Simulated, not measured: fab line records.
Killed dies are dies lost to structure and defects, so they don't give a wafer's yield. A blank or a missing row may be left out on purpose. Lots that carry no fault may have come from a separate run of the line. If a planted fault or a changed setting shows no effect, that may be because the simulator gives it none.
Matching of chambers ; flow n5 finfet ; N5_FIN_CUT_CUT_ETCH_26 on rie diel-05: 4 sister chambers
The step etches SiNx in CH3F/O2, target depth 39 nm, time 55.7 s. 4 wafers are shown with their chamber, then 9 later ones without.

## WAFERS, EACH WITH ITS CHAMBER
wafer;chamber;showerhead plenum p Torr (Torr)
L087.3;1;1.92
L090.1;0;2.12
L090.2;3;2.07
L090.3;2;2.08

## WAFERS WHOSE CHAMBER IS MISSING
wafer;showerhead plenum p Torr (Torr)
L092.1;2.12
L092.2;2.07
L092.3;1.92
L092.4;2.08
L092.5;1.92
L092.6;2.08
L093.1;2.11
L093.3;2.07
L093.5;2.07

## THE CHAMBER EACH PASSED THROUGH
wafer;from the rows above;in truth
L092.1;0;0
L092.2;3;3
L092.3;1;1
L092.4;2;2
L092.5;1;1
L092.6;2;2
L093.1;0;0
L093.3;3;3
L093.5;3;3
Correct placement for 9 of the 9. Can't be placed from these rows: 0. Placed wrongly: 0.
How it was worked out, from the rows above alone: a wafer's distance from a chamber is the root of the sum, over the readings, of the square of ((its reading less the chamber's mean) divided by the reading's scatter). The wafer belongs to the nearest chamber; if the next one is less than 2 further off, it can't be placed. A chamber's mean is the mean of its shown wafers. The scatter: with one shown wafer a chamber, the root of the mean of the squares of how far each hidden wafer lies from its nearest shown one.
